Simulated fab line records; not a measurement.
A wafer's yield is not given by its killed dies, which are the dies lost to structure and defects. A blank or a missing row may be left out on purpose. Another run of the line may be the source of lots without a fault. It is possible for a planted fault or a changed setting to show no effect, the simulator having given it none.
Chamber matching + flow n5 finfet + N5_BEOL_M14_DESCUM_15 on rie diel-05: 4 sister chambers
The step chemistry O2, time 7.9 s. 27 wafers are shown with their chamber, then 12 later ones without.

EACH WAFER AND ITS CHAMBER
| wafer  | chamber | showerhead plenum p Torr (Torr) | drypump motor current A (A) | throttle valve pct (%) |
|--------|---------|---------------------------------|-----------------------------|------------------------|
| L074.1 | 2       | 2.01                            | 5.4                         | 20.1                   |
| L074.2 | 1       | 2.20                            | 5.8                         | 21.1                   |
| L074.3 | 0       | 2.22                            | 6.2                         | 20.2                   |
| L074.4 | 0       | 2.22                            | 6.2                         | 20.1                   |
| L074.5 | 2       | 2.01                            | 5.4                         | 20.1                   |
| L074.6 | 1       | 2.20                            | 5.9                         | 21.1                   |
| L077.1 | 0       | 2.21                            | 6.3                         | 20.2                   |
| L077.4 | 2       | 2.01                            | 5.4                         | 20.1                   |
| L077.6 | 2       | 2.01                            | 5.4                         | 20.1                   |
| L078.1 | 1       | 2.19                            | 5.8                         | 21.1                   |
| L078.3 | 3       | 2.15                            | 5.9                         | 20.1                   |
| L078.6 | 1       | 2.19                            | 5.8                         | 21.1                   |
| L080.3 | 2       | 2.01                            | 5.4                         | 20.1                   |
| L080.4 | 3       | 2.15                            | 5.8                         | 20.1                   |
| L080.5 | 0       | 2.21                            | 6.2                         | 20.2                   |
| L083.2 | 2       | 2.00                            | 5.4                         | 20.1                   |
| L083.3 | 0       | 2.21                            | 6.2                         | 20.2                   |
| L083.4 | 0       | 2.21                            | 6.2                         | 20.2                   |
| L085.1 | 2       | 2.00                            | 5.4                         | 20.1                   |
| L085.3 | 1       | 2.19                            | 5.8                         | 21.2                   |
| L085.4 | 0       | 2.21                            | 6.2                         | 20.2                   |
| L084.1 | 3       | 2.14                            | 5.8                         | 19.9                   |
| L084.2 | 0       | 2.21                            | 6.2                         | 20.2                   |
| L084.3 | 1       | 2.19                            | 5.8                         | 21.2                   |
| L086.1 | 3       | 2.14                            | 5.8                         | 19.9                   |
| L086.3 | 0       | 2.21                            | 6.2                         | 20.2                   |
| L086.5 | 0       | 2.21                            | 6.2                         | 20.2                   |

SIGNATURES (means of the wafers above)
| reading                  | chamber 0 | chamber 1 | chamber 2 | chamber 3 | scatter within a chamber |
|--------------------------|-----------|-----------|-----------|-----------|--------------------------|
| showerhead plenum p Torr | 2.2120    | 2.1933    | 2.0071    | 2.1450    | 0.00483                  |
| drypump motor current A  | 6.210     | 5.817     | 5.400     | 5.825     | 0.0329                   |
| throttle valve pct       | 20.190    | 21.133    | 20.100    | 20.000    | 0.0521                   |
Rule: a wafer's distance from a chamber is the root of the sum, over the readings, of the square of ((its reading less the chamber's mean) divided by the reading's scatter). If the next closest chamber is less than 2 further off than the closest, the wafer can't be placed; otherwise it belongs to the closest. The scatter: take each reading less its chamber's mean, square it, sum over the shown wafers, divide by the number of wafers less the number of chambers, and take the root.

WAFERS WITH NO CHAMBER GIVEN
| wafer  | showerhead plenum p Torr (Torr) | drypump motor current A (A) | throttle valve pct (%) |
|--------|---------------------------------|-----------------------------|------------------------|
| L087.3 | 2.18                            | 5.8                         | 21.2                   |
| L087.4 | 2.00                            | 5.4                         | 20.1                   |
| L087.5 | 2.18                            | 5.8                         | 21.2                   |
| L094.1 | 2.00                            | 5.4                         | 20.1                   |
| L094.2 | 2.18                            | 5.8                         | 21.2                   |
| L094.5 | 2.18                            | 5.9                         | 21.2                   |
| L093.3 | 2.20                            | 6.2                         | 20.2                   |
| L093.4 | 2.18                            | 5.8                         | 21.2                   |
| L093.5 | 2.00                            | 5.4                         | 20.1                   |
| L095.1 | 2.14                            | 5.8                         | 19.9                   |
| L095.2 | 1.99                            | 5.4                         | 20.1                   |
| L095.5 | 2.20                            | 6.2                         | 20.2                   |

THE CHAMBER EACH PASSED THROUGH
| wafer  | from the rows above | in truth |
|--------|---------------------|----------|
| L087.3 | 1                   | 1        |
| L087.4 | 2                   | 2        |
| L087.5 | 1                   | 1        |
| L094.1 | 2                   | 2        |
| L094.2 | 1                   | 1        |
| L094.5 | 1                   | 1        |
| L093.3 | 0                   | 0        |
| L093.4 | 1                   | 1        |
| L093.5 | 2                   | 2        |
| L095.1 | 3                   | 3        |
| L095.2 | 2                   | 2        |
| L095.5 | 0                   | 0        |
12 of 12 placed correctly. Number that these rows cannot place: 0. Wrongly placed: 0.
